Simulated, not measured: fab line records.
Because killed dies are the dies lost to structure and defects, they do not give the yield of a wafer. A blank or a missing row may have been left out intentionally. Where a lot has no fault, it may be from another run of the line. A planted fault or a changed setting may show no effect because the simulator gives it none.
Chamber matching :: flow nand_harc :: 4 sister chambers for NHARC_A_CHANNEL_FILL_D2_ALD_14 on ald_hk-02
The step deposits SiO2, target thk 2.5 nm, pulse time 10 s, ald cycles 25. 4 wafers are shown with their chamber, then 8 later ones without.

== WAFERS, EACH WITH ITS CHAMBER ==
wafer: L087.4
chamber: 2
heater_power_w (W): 544

wafer: L091.2
chamber: 3
heater_power_w (W): 440

wafer: L091.3
chamber: 0
heater_power_w (W): 468

wafer: L092.4
chamber: 1
heater_power_w (W): 534

== WAFERS WITH NO CHAMBER GIVEN ==
wafer: L092.5
heater_power_w (W): 443

wafer: L092.6
heater_power_w (W): 443

wafer: L094.1
heater_power_w (W): 440

wafer: L094.3
heater_power_w (W): 531

wafer: L094.4
heater_power_w (W): 545

wafer: L095.3
heater_power_w (W): 449

wafer: L095.5
heater_power_w (W): 546

wafer: L095.6
heater_power_w (W): 528

== CHAMBER TAKEN BY EACH ==
wafer: L092.5
from the rows above: 3
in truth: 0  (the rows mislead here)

wafer: L092.6
from the rows above: 3
in truth: 3

wafer: L094.1
from the rows above: 3
in truth: 3

wafer: L094.3
from the rows above: 1
in truth: 1

wafer: L094.4
from the rows above: 2
in truth: 2

wafer: L095.3
from the rows above: 3
in truth: 3

wafer: L095.5
from the rows above: 2
in truth: 2

wafer: L095.6
from the rows above: 1
in truth: 1
Correct placement for 7 of the 8. Not placeable from these rows: 0. Wrongly placed: 1.
How it was worked out, from the rows above alone: a wafer's distance from a chamber is the root of the sum, over the readings, of the square of ((its reading less the chamber's mean) divided by the reading's scatter). The wafer belongs to the nearest chamber; if the next one is less than 2 further off, it can't be placed. Each chamber's mean is taken over the wafers shown for it. The scatter: root of mean squared gap, hidden wafer to nearest shown wafer, with one shown wafer a chamber.
